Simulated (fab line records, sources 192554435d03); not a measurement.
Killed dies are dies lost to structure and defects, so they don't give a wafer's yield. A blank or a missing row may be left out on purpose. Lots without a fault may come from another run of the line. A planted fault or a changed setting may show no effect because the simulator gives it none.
Chamber matching | flow n5_finfet | N5_BEOL_M15_ETCH_61 on rie_diel-04: 4 sister chambers
The step etches BARC in N2/H2, target depth 89 nm, overetch 26.7 nm, time 67.9 s. 22 wafers are shown with their chamber, then 11 later ones without.

WAFERS WITH THEIR CHAMBER
wafer  | chamber | showerhead_plenum_p_Torr (Torr) | drypump_motor_current_A (A) | throttle_valve_pct (%)
L076.1 | 3       | 2.47                            | 5.2                         | 17.91
L076.4 | 1       | 2.50                            | 5.3                         | 17.89
L076.6 | 3       | 2.47                            | 5.2                         | 17.91
L077.3 | 0       | 2.53                            | 5.9                         | 18.35
L077.4 | 3       | 2.47                            | 5.2                         | 17.92
L077.6 | 0       | 2.53                            | 5.9                         | 18.35
L079.1 | 0       | 2.53                            | 5.9                         | 18.36
L079.4 | 3       | 2.47                            | 5.1                         | 17.92
L079.6 | 3       | 2.47                            | 5.1                         | 17.93
L080.4 | 2       | 2.73                            | 5.7                         | 18.21
L080.5 | 3       | 2.47                            | 5.2                         | 17.92
L080.6 | 0       | 2.53                            | 5.9                         | 18.35
L083.1 | 1       | 2.49                            | 5.3                         | 17.90
L083.4 | 3       | 2.47                            | 5.1                         | 17.93
L083.6 | 2       | 2.73                            | 5.7                         | 18.21
L085.1 | 1       | 2.49                            | 5.3                         | 17.91
L085.2 | 2       | 2.73                            | 5.7                         | 18.25
L085.3 | 3       | 2.46                            | 5.2                         | 17.95
L087.1 | 3       | 2.46                            | 5.2                         | 17.92
L087.3 | 2       | 2.72                            | 5.7                         | 18.23
L087.5 | 3       | 2.46                            | 5.2                         | 17.96
L089.1 | 2       | 2.72                            | 5.7                         | 18.25

SIGNATURES (means of the wafers above)
reading                  | chamber 0 | chamber 1 | chamber 2 | chamber 3 | scatter within a chamber
showerhead_plenum_p_Torr | 2.5300    | 2.4933    | 2.7260    | 2.4670    | 0.00469
drypump_motor_current_A  | 5.900     | 5.300     | 5.700     | 5.170     | 0.0342
throttle_valve_pct       | 18.3525   | 17.9000   | 18.2300   | 17.9270   | 0.0154
Rule: a wafer's distance from a chamber is the root of the sum, over the readings, of the square of ((its reading less the chamber's mean) divided by the reading's scatter). The wafer belongs to the nearest chamber; if the next one is less than 2 further off, it can't be placed. The scatter: the root of (the sum of the squares of (reading less its chamber's mean) over the shown wafers, divided by (wafers less chambers)).

WAFERS WITHOUT THEIR CHAMBER
wafer  | showerhead_plenum_p_Torr (Torr) | drypump_motor_current_A (A) | throttle_valve_pct (%)
L089.5 | 2.72                            | 5.7                         | 18.24
L089.6 | 2.52                            | 5.9                         | 18.38
L090.1 | 2.46                            | 5.2                         | 17.95
L090.3 | 2.72                            | 5.7                         | 18.24
L090.6 | 2.52                            | 5.9                         | 18.39
L093.1 | 2.49                            | 5.3                         | 17.47
L093.3 | 2.46                            | 5.2                         | 17.95
L093.4 | 2.49                            | 5.2                         | 17.48
L091.1 | 2.49                            | 5.3                         | 17.50
L091.2 | 2.52                            | 5.9                         | 18.00
L091.4 | 2.45                            | 5.2                         | 17.97

WHICH CHAMBER EACH WENT THROUGH
wafer  | from the rows above | in truth
L089.5 | 2                   | 2
L089.6 | 0                   | 0
L090.1 | 3                   | 3
L090.3 | 2                   | 2
L090.6 | 0                   | 0
L093.1 | 1                   | 1
L093.3 | 3                   | 3
L093.4 | 1                   | 1
L091.1 | 1                   | 1
L091.2 | 1                   | 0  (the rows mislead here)
L091.4 | 3                   | 3
Placed correctly: 10 of 11. Can't be placed from these rows: 0. Placed wrongly: 1.
